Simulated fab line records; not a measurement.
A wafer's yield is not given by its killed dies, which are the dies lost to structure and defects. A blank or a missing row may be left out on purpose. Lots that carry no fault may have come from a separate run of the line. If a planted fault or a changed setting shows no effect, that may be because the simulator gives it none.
fab line records	flow nand_harc
record lots=12	wafers=36	last_day=24
route steps=1159 shown P_GATE@205 P_CONTACT@233 END@1159
lots that met no fault: taken from a fault-free run of the same line
start_h: start of the lot's first displayed wafer, in hours after the record's first day	wait_h: hours elapsed since this lot's preceding step	" repeats the value in the row above	L1.1+2: a single row standing in for several wafers	- no value, or no start was given	* or withheld: withheld	< > ~ a bound
route shown NAME@n: a module of which the file shows steps, and the number in the route of the first	usual: mean and standard deviation over wafers with no fault	same: alike in all rows	chamber/n: place in a boat	sites: per-site readings	_std_site: standard deviation across them	_edge_site: the outer-site mean with the inner-site mean subtracted	radius_mm: for every site, how far away it sits from the centre of the wafer	mask NAME#n: copy n	behind: the tool/chamber that last shaped the wafer	hold: what put the lot on hold/how long, in hours/how the hold closed	device: which transistor (n, p or np) failed to switch	end of line: the route-end tests of the same wafers	for a step that has no rows: nothing shown but its recipe	killed: dies lost to structure and defects at the first sort, not the wafer's yield	map: a wafer's dies, marking killed ones x, the rest . and places with no die _
set.NAME: the setting the step ran with; set.NAME@STEP: the setting that earlier step ran with	model.NAME: the simulator's own value behind a step, which no gauge read
route steps across a sampled set of lots; one table per step, one row per wafer
services: the hour from which a tool's chamber was out of use, counted from the record's first day as start_h (under 0 if before that day), plus the number of hours and why
## steps
# step NHARC_P_GATE_STRIP_95
# recipe power_w=1500	temp_c=250	chemistry=O2
# usual drypump_motor_current_A=5.73/0.29	heater_power_w=335/35
lot.wafer	tool	chamber	start_h	wait_h	drypump_motor_current_A	heater_power_w	rf_hours_counter_h
L483.1	plasma_asher-01	0	132.04	0.5	5.70	320	6
L483.4	"	1	"	"	5.41	319	-
L483.6	"	0	"	"	5.70	312	-
L485.2	plasma_asher-01	1	137.94	0.6	5.43	305	9
L485.1	"	0	"	"	5.72	323	9
L485.6	"	0	"	"	5.68	322	-
L487.4	plasma_asher-02	1	158.56	0.4	6.21	311	-
L487.3	"	0	"	"	5.60	400	-
L487.6	"	0	"	"	5.64	400	-
L488.1	plasma_asher-01	0	159.15	0.6	5.72	330	15
L488.6	"	0	"	"	5.74	318	-
L488.5	"	1	"	"	5.38	308	-
L489.1	plasma_asher-01	1	170.85	0.6	5.44	313	20
L489.6	"	1	"	"	5.43	322	-
L489.5	"	0	"	"	5.72	317	-
L490.2	plasma_asher-01	0	172.37	0.5	5.69	326	21
L490.4	"	0	"	"	5.69	329	-
L490.6	"	0	"	"	5.70	325	-
L492.3	plasma_asher-01	1	183.62	0.4	5.41	320	-
L492.4	"	0	"	"	5.72	329	-
L492.5	"	0	"	"	5.75	321	-
L493.1	plasma_asher-02	1	194.11	0.5	6.24	314	2
L493.4	"	0	"	"	5.59	412	-
L493.6	"	1	"	"	6.22	316	-
L496.4	plasma_asher-01	0	205.53	0.4	5.75	317	-
L496.3	"	1	"	"	5.42	315	-
L496.5	"	1	"	"	5.42	317	-
L498.2	plasma_asher-01	0	219.25	0.6	5.73	317	53
L498.1	"	1	"	"	5.42	318	53
L498.5	"	0	"	"	5.71	313	-
L501.1	plasma_asher-02	1	236.94	0.6	6.22	316	17
L501.3	"	1	"	"	6.20	301	-
L501.5	"	1	"	"	6.21	312	-
L502.1	plasma_asher-02	1	251.16	0.5	6.22	311	21
L502.6	"	0	"	"	5.67	411	-
L502.5	"	1	"	"	6.22	313	-
# step NHARC_P_GATE_INSPECT_68
# usual raw_defect_count=218/91
lot.wafer	tool	chamber	start_h	wait_h	raw_defect_count
L483.1	defect_inspect-01	-	134.07	0.2	158
L483.4	"	-	"	"	114
L483.6	"	-	"	"	146
L485.1	defect_inspect-02	-	139.87	0.2	212
L485.2	"	-	"	"	398
L485.6	"	-	"	"	211
L487.3	defect_inspect-01	-	160.44	0.1	137
L487.4	"	-	"	"	143
L487.6	"	-	"	"	123
L488.1	defect_inspect-02	-	161.03	0.2	156
L488.5	"	-	"	"	119
L488.6	"	-	"	"	109
L489.1	defect_inspect-02	-	172.68	0.2	303
L489.5	"	-	"	"	206
L489.6	"	-	"	"	200
L490.2	defect_inspect-01	-	174.34	0.2	272
L490.4	"	-	"	"	296
L490.6	"	-	"	"	201
L492.3	defect_inspect-02	-	185.45	0.1	233
L492.4	"	-	"	"	204
L492.5	"	-	"	"	111
L493.1	defect_inspect-01	-	195.92	0.2	248
L493.4	"	-	"	"	278
L493.6	"	-	"	"	198
L496.3	defect_inspect-02	-	207.38	0.1	195
L496.4	"	-	"	"	538
L496.5	"	-	"	"	146
L498.1	defect_inspect-02	-	221.15	0.2	554
L498.2	"	-	"	"	609
L498.5	"	-	"	"	749
L501.1	defect_inspect-01	-	238.85	0.2	197
L501.3	"	-	"	"	188
L501.5	"	-	"	"	195
L502.1	defect_inspect-02	-	253.00	0.2	220
L502.5	"	-	"	"	93
L502.6	"	-	"	"	164
# step NHARC_P_CONTACT_OVL_MEAS_13
# usual overlay_x_nm=0.1/0.94	overlay_y_nm=0.2/0.91
lot.wafer	tool	chamber	start_h	wait_h	overlay_x_nm	overlay_y_nm
L483.1	overlay-02	-	135.79	-	0.6	0.1
L483.4	"	-	"	"	0.4	0.6
L483.6	"	-	"	"	-0.1	-0.1
L485.1	overlay-01	-	141.56	-	2.7	1.0
L485.2	"	-	"	"	2.5	0.9
L485.6	"	-	"	"	3.1	1.8
L487.3	overlay-01	-	162.02	-	0.7	-0.6
L487.4	"	-	"	"	0.8	-0.4
L487.6	"	-	"	"	1.0	0.0
L488.1	overlay-02	-	162.91	-	-0.3	0.7
L488.5	"	-	"	"	-0.5	1.0
L488.6	"	-	"	"	-0.8	0.7
L489.1	overlay-02	-	174.39	-	-0.7	1.6
L489.5	"	-	"	"	-0.9	0.6
L489.6	"	-	"	"	-1.1	1.3
L490.2	overlay-02	-	176.16	-	0.4	0.8
L490.4	"	-	"	"	0.4	0.8
L490.6	"	-	"	"	0.1	0.3
L492.3	overlay-01	-	187.03	-	0.2	-0.1
L492.4	"	-	"	"	0.5	0.5
L492.5	"	-	"	"	0.5	-0.2
L493.1	overlay-02	-	197.67	-	0.3	-1.7
L493.4	"	-	"	"	0.4	-1.6
L493.6	"	-	"	"	0.4	-2.0
L496.3	overlay-02	-	209.08	-	-0.1	-0.2
L496.4	"	-	"	"	-0.7	-0.4
L496.5	"	-	"	"	-0.3	0.5
L498.1	overlay-01	-	223.06	-	-1.0	0.6
L498.2	"	-	"	"	-0.4	0.1
L498.5	"	-	"	"	-1.1	0.8
L501.1	overlay-01	-	240.43	-	1.3	1.7
L501.3	"	-	"	"	1.1	2.0
L501.5	"	-	"	"	1.1	1.6
L502.1	overlay-02	-	254.71	-	0.2	0.0
L502.5	"	-	"	"	0.1	0.5
L502.6	"	-	"	"	0.1	-0.1
# step NHARC_P_CONTACT_ETCH_35
# recipe target_depth_a=390	over_etch_frac=0.3	time_s=65	ion_energy_ev=80	cf4_flow_sccm=150	ar_flow_sccm=0	rf_w=300	bias_w=100	chemistry=CF4
# usual drypump_motor_current_A=5.6/0.46	oes_product_au=1.004/0.0095	rf_vpp_V=151.1/1.4	showerhead_plenum_p_Torr=1.76/0.084	throttle_valve_pct=13.284/0.0094
lot.wafer	tool	chamber	start_h	wait_h	drypump_motor_current_A	oes_product_au	rf_hours_counter_h	rf_vpp_V	showerhead_plenum_p_Torr	throttle_valve_pct
L483.1	rie_diel-02	2	136.01	0.1	5.8	1.013	56	149.7	1.68	13.281
L483.6	"	3	"	"	5.7	0.980	-	151.1	1.80	13.265
L483.4	"	2	"	"	5.8	1.000	-	149.8	1.68	13.278
L485.1	rie_diel-08	3	141.74	0.1	5.5	0.993	0	150.2	1.68	13.280
L485.2	"	1	"	"	5.4	1.001	1	152.8	1.88	13.296
L485.6	"	0	"	"	6.4	0.982	-	152.2	1.84	13.301
L487.3	rie_diel-10	2	162.21	0.1	5.7	1.005	15	150.3	1.74	13.281
L487.4	"	3	"	"	6.0	1.000	15	153.0	1.89	13.289
L487.6	"	2	"	"	5.7	0.993	-	152.2	1.74	13.296
L488.1	rie_diel-02	3	163.11	0.1	5.7	1.012	1	152.4	1.80	13.278
L488.5	"	1	"	"	6.0	1.016	-	151.9	1.76	13.274
L488.6	"	2	"	"	5.9	1.022	-	151.5	1.68	13.290
L489.1	rie_diel-08	3	174.59	0.1	5.6	0.997	4	150.4	1.67	13.283
L489.6	"	0	"	"	6.4	1.008	-	153.1	1.84	13.280
L489.5	"	1	"	"	5.3	1.008	-	154.0	1.88	13.275
L490.4	rie_diel-08	3	176.35	0.1	5.6	0.994	4	150.4	1.67	13.291
L490.2	"	1	"	"	5.4	1.000	4	151.7	1.87	13.291
L490.6	"	2	"	"	5.4	0.999	-	148.7	1.65	13.284
L492.4	rie_diel-08	1	187.21	0.1	5.4	1.002	5	151.5	1.87	13.276
L492.3	"	3	"	"	5.6	1.006	5	148.9	1.67	13.280
L492.5	"	2	"	"	5.4	1.012	-	150.2	1.65	13.281
L493.4	rie_diel-10	2	197.85	0.1	5.7	1.004	2	152.1	1.74	13.288
L493.1	"	3	"	"	6.0	1.002	2	152.1	1.89	13.273
L493.6	"	2	"	"	5.8	1.007	-	150.6	1.74	13.284
L496.4	rie_diel-08	0	209.27	0.1	6.4	0.995	7	152.9	1.84	13.278
L496.3	"	3	"	"	5.6	1.015	8	149.1	1.67	13.280
L496.5	"	0	"	"	6.4	0.996	-	152.1	1.84	13.295
L498.1	rie_diel-02	1	223.25	0.1	6.0	1.006	21	152.0	1.76	13.276
L498.2	"	2	"	"	5.8	1.021	20	149.9	1.67	13.275
L498.5	"	0	"	"	5.1	1.011	-	149.7	1.65	13.282
L501.1	rie_diel-10	3	240.63	0.1	6.0	0.993	9	152.8	1.88	13.281
L501.3	"	1	"	"	4.9	0.995	8	152.2	1.78	13.289
L501.5	"	1	"	"	4.9	1.005	-	150.2	1.78	13.289
L502.1	rie_diel-08	0	254.89	0.1	6.5	0.996	12	152.2	1.84	13.284
L502.5	"	0	"	"	6.5	1.005	-	152.8	1.84	13.290
L502.6	"	1	"	"	5.4	1.008	-	151.7	1.87	13.279
# step NHARC_P_CONTACT_ETCH_31
# recipe target_depth_a=300	time_s=85.7	ion_energy_ev=120	over_etch_frac=1	ch3f_flow_sccm=50	o2_flow_sccm=30	ar_flow_sccm=200	rf_w=500	bias_w=100	chemistry=CH3F/O2
# usual drypump_motor_current_A=5.6/0.47	oes_product_au=0.984/0.011	rf_vpp_V=244.0/1.8	showerhead_plenum_p_Torr=2.44/0.12	throttle_valve_pct=20.662/0.0085
lot.wafer	tool	chamber	start_h	wait_h	drypump_motor_current_A	oes_product_au	rf_hours_counter_h	rf_vpp_V	showerhead_plenum_p_Torr	throttle_valve_pct
L483.1	rie_diel-02	1	-	-	6.0	0.972	57	244.2	2.45	20.651
L483.4	"	1	"	"	6.0	0.984	-	243.3	2.45	20.666
L483.6	"	2	"	"	5.8	1.001	-	242.2	2.33	20.663
L485.2	rie_diel-08	2	-	-	5.4	0.983	1	242.9	2.29	20.652
L485.1	"	1	"	"	5.4	1.006	1	246.1	2.61	20.670
L485.6	"	2	"	"	5.4	0.999	-	241.5	2.29	20.658
L487.3	rie_diel-10	0	-	-	5.0	0.972	15	242.4	2.34	20.666
L487.4	"	3	"	"	6.0	0.979	16	246.2	2.63	20.642
L487.6	"	0	"	"	4.9	0.982	-	243.5	2.35	20.659
L488.1	rie_diel-02	2	-	-	5.8	1.006	1	242.8	2.33	20.661
L488.6	"	2	"	"	5.9	1.010	-	242.3	2.33	20.660
L488.5	"	3	"	"	5.7	0.984	-	243.7	2.50	20.660
L489.1	rie_diel-08	1	-	-	5.4	0.998	4	245.2	2.61	20.665
L489.6	"	3	"	"	5.5	0.983	-	244.1	2.32	20.656
L489.5	"	0	"	"	6.4	0.984	-	245.9	2.56	20.666
L490.4	rie_diel-08	1	-	-	5.4	0.977	4	246.2	2.61	20.658
L490.2	"	0	"	"	6.4	0.991	4	245.2	2.56	20.657
L490.6	"	2	"	"	5.5	0.987	-	241.9	2.29	20.674
L492.4	rie_diel-08	2	-	-	5.4	0.982	6	239.5	2.29	20.655
L492.3	"	1	"	"	5.3	0.980	6	246.2	2.61	20.653
L492.5	"	2	"	"	5.4	0.978	-	242.4	2.29	20.667
L493.1	rie_diel-10	0	-	-	5.0	0.986	3	243.6	2.34	20.668
L493.4	"	2	"	"	5.8	0.984	3	244.0	2.42	20.658
L493.6	"	3	"	"	6.0	0.986	-	246.2	2.63	20.654
L496.4	rie_diel-08	1	-	-	5.4	0.997	8	245.5	2.61	20.660
L496.3	"	2	"	"	5.4	0.991	9	242.3	2.29	20.661
L496.5	"	0	"	"	6.4	0.972	-	245.0	2.56	20.662
L498.2	rie_diel-02	1	-	-	6.0	0.981	22	245.0	2.44	20.653
L498.1	"	0	"	"	5.1	0.982	23	241.5	2.29	20.665
L498.5	"	2	"	"	5.8	0.999	-	242.5	2.32	20.663
L501.1	rie_diel-10	3	-	-	6.0	0.981	9	246.0	2.63	20.666
L501.3	"	0	"	"	4.9	1.006	8	241.1	2.34	20.661
L501.5	"	1	"	"	4.9	0.984	-	245.4	2.48	20.670
L502.1	rie_diel-08	3	-	-	5.5	0.983	12	243.0	2.32	20.671
L502.5	"	3	"	"	5.6	0.967	-	242.8	2.32	20.656
L502.6	"	0	"	"	6.5	0.983	-	245.0	2.56	20.648
# step NHARC_END_SORT_01
# recipe temp_c=25
# usual killed_at_array=29/11	killed_at_other=0.7/1.1	killed_at_periphery=3.1/2	killed_dies=33/11	killed_open=3.5/1.8	killed_short=2.0/1.4
# same gross_dies=677
lot.wafer	tool	chamber	start_h	wait_h	killed_at_array	killed_at_other	killed_at_periphery	killed_dies	killed_open	killed_short
L496.3	prober-01	0	556.05	3.1	49	0	5	54	2	2
L496.4	prober-01	0	556.85	3.4	53	0	42	95	3	2
L496.5	prober-01	0	557.65	3.7	40	4	2	46	3	2
L498.1	prober-02	0	569.31	2.5	33	1	3	37	6	2
L498.2	prober-02	0	570.11	2.8	31	1	46	78	3	1
L498.5	prober-02	0	572.53	3.7	46	0	40	86	2	4
# killed by level:class
L496.3 A_CHANNEL_HOLE_D1:chamber_film_flake=22 A_SLIT:chamber_film_flake=15 A_STAIRCASE:chamber_film_flake=5 A_CONTACT:chamber_film_flake=5 P_GATE:chamber_film_flake=3 P_M0:geometric_particle:short=1 P_BONDPAD:geometric_particle:open=1 A_CHANNEL_FILL_D1:geometric_particle:short=1
L496.4 P_GATE:unspecified=41 A_CHANNEL_HOLE_D1:chamber_film_flake=25 A_SLIT:chamber_film_flake=13 A_CONTACT:chamber_film_flake=5 A_M0:geometric_particle:short=2 A_STAIRCASE:chamber_film_flake=2 A_WL_FILL:chamber_film_flake=2 A_ONON_D1:geometric_particle:open=1
L496.5 A_CHANNEL_HOLE_D1:chamber_film_flake=21 A_SLIT:chamber_film_flake=10 A_STAIRCASE:chamber_film_flake=4 THIN_TSV:chamber_film_flake=3 A_CONTACT:geometric_particle:open=2 P_GATE:chamber_film_flake=2 A_ONON_D1:geometric_particle:open=1 A_CONTACT:geometric_particle:short=1
L498.1 A_SLIT:chamber_film_flake=13 A_CHANNEL_HOLE_D1:chamber_film_flake=8 A_CONTACT:geometric_particle:open=2 A_M0:geometric_particle:open=2 A_ZERO_WELL:chamber_film_flake=2 A_CONTACT:chamber_film_flake=2 P_M0:geometric_particle:open=1 A_SGD_CUT:geometric_particle:open=1
L498.2 P_GATE:unspecified=44 A_SLIT:chamber_film_flake=18 A_CHANNEL_HOLE_D1:chamber_film_flake=8 A_CONTACT:chamber_film_flake=2 P_M0:geometric_particle:open=1 A_ONON_D1:geometric_particle:open=1 A_CONTACT:geometric_particle:short=1 P_STI:chamber_film_flake=1
L498.5 P_GATE:unspecified=37 A_SLIT:chamber_film_flake=20 A_CHANNEL_HOLE_D1:chamber_film_flake=10 A_ZERO_WELL:chamber_film_flake=5 P_M1:chamber_film_flake=2 A_WL_FILL:chamber_film_flake=2 A_CONTACT:chamber_film_flake=2 A_ONON_D1:geometric_particle:short=1
## services
tool	chamber	start_h	hours	kind
rie_diel-08	1	113.04	8.9	repair
rie_diel-08	-	124.80	9.0	pm
rie_diel-08	0	124.80	9.0	vent_cycle
rie_diel-08	1	124.80	9.0	vent_cycle
rie_diel-08	2	124.80	9.0	vent_cycle
rie_diel-08	3	124.80	9.0	vent_cycle
rie_diel-02	0	129.22	26.0	repair
rie_diel-08	0	133.80	-	clean
rie_diel-08	1	133.80	-	clean
rie_diel-08	2	133.80	-	clean
rie_diel-08	3	133.80	-	clean
rie_diel-02	-	150.76	9.0	pm
rie_diel-08	0	158.30	-	clean
rie_diel-08	1	158.30	-	clean
rie_diel-08	2	158.30	-	clean
rie_diel-08	3	158.30	-	clean
rie_diel-10	-	176.50	9.0	pm
plasma_asher-02	-	183.00	9.0	pm
plasma_asher-02	-	196.08	6.0	repair
rie_diel-08	2	222.42	3.2	repair
rie_diel-08	3	226.48	5.6	repair
plasma_asher-01	-	227.17	6.5	repair
rie_diel-10	2	236.64	15.1	repair
plasma_asher-01	-	240.88	2.7	repair
## key
first_sign step=NHARC_P_GATE_INSPECT_68	reading=raw_defect_count	direction=up	sigmas=4.5	usual=218	struck=632
effect step=NHARC_END_SORT_01	reading=killed_at_periphery	direction=up	sigmas=20	usual=3.1	struck=42.7
more_kills_born_at NHARC_P_GATE_STRIP_95@plasma_asher-01=122
met_at NHARC_P_GATE_STRIP_95
struck_lots L496,L498
struck_wafers L496.4,L498.2,L498.5
tester_left_out L496,L498
not_acting_at NHARC_P_CONTACT_OVL_MEAS_13,NHARC_P_CONTACT_ETCH_35,NHARC_P_CONTACT_ETCH_31
onset_between 183.62 205.53
fault kind=chamber_particle_source	tool=plasma_asher-01	chamber=0	onset_h=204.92	steps=NHARC_P_GATE_STRIP_95	rate_per_visit_cm2=0.59397	end_h=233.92
# tester_left_out: of these lots the tester's yield and bins aren't shown, on N5 and GAA mostly nor the transistor test; their killed dies are dies lost to structure and defects alone, not to doping, threshold or leakage, so they don't give the yield
